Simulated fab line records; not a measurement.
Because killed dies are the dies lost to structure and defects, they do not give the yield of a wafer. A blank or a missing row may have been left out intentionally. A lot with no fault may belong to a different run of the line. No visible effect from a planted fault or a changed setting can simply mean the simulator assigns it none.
8D (eight disciplines) problem report, filled in by code | flow nand_harc | the parts of the form that need people (team, actions taken, sign-off) are left out

1. THE ISSUE
thk_nm at NHARC_A_ONON_D2_THK_MEAS_05 reads a mean of 643 nm on 6 wafers of 2 lots; wafers without a fault read 1001 nm with a standard deviation of 8.1. Relative to the usual mean, that is a shift of -44 standard deviations.
The step: measures by ellipsometry.
First seen on wafer L356.3, day 16 11:06, on film_metro-02. The record has a number at this step for 36 wafers belonging to 12 lots. The rule behind "out" and "out of limits": a value lying over 4 standard deviations away from the usual mean. The rest of the wafers with a number are treated as sound.

2. WHAT THIS IS AND IS NOT
question                    | is                     | is not
which readings at this step | thk_nm                 | -
which lots                  | L356, L359             | L348, L349, L361, L363, L364, L365, L366, L367, L368, L370
which wafers of those lots  | all that have a number | -
read on which gauges        | film_metro-02          | film_metro-01
when                        | from day 16 11:06      | up to then (6 sound wafers); but 24 sound wafers of L361, L363, L364, L365, L366, L367, L368, L370 came after

3. SUSPECTS, AND WHAT RULES EACH OUT
Counting: a tool stays on the suspect list if, at a process step up to the reading, it processed all lots that are out and no sound lot following the first of them.
- ruled out: the gauge at NHARC_A_ONON_D2_THK_MEAS_05. All the wafers that are out were read on film_metro-02, but those of them that NHARC_END_SORT_01 has rows for are out there too, on other tools.
- pecvd_onon-03 at NHARC_A_ONON_D2_DEP_03 (target thk 1000 nm): ruled out as a lasting fault. Sound lots L366, L370 ran on it after its first lot that is out, L356 (day 16 10:42).
Left after counting: nothing in the record.

4. THE CAUSE (what the simulator had put in)
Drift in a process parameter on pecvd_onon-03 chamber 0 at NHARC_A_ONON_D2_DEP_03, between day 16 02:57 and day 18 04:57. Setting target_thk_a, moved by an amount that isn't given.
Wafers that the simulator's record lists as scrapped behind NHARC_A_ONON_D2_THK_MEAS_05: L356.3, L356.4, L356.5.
The count ruled it out by mistake, since the rule takes a fault to strike every lot its tool runs from the start of the fault on, and this one did not do so.

5. THE CHAIN OF EFFECTS, in route order
Rows list readings where the struck wafers' mean (over those with a number) sits beyond 3 standard deviations from the usual. Readings are gone through only where the record gives a usual standard deviation; hours: the median, over the lots, of the time from a lot's start at the first step in this table giving one to that lot's start at this step; sigmas: the change measured in usual standard deviations.
hours | step                        | reading         | usual   | on struck wafers | change | sigmas
0     | NHARC_A_ONON_D2_THK_MEAS_05 | thk_nm          | 1001 nm | 643              | -358   | -44
321   | NHARC_END_SORT_01           | killed_at_array | 56      | 674              | +618   | +31
321   | NHARC_END_SORT_01           | killed_dies     | 61      | 677              | +616   | +29

6. HOW IT WOULD HAVE BEEN CAUGHT EARLIER
8 hours passed between the start of the fault at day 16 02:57 and the first reading out of limits at a measuring or inspecting step in this record, taken at day 16 11:06.
An alarm limit of 4 standard deviations would not have fired on the tool readings at NHARC_A_ONON_D2_DEP_03 for which the record gives a usual standard deviation, since none of them was out on any struck wafer.
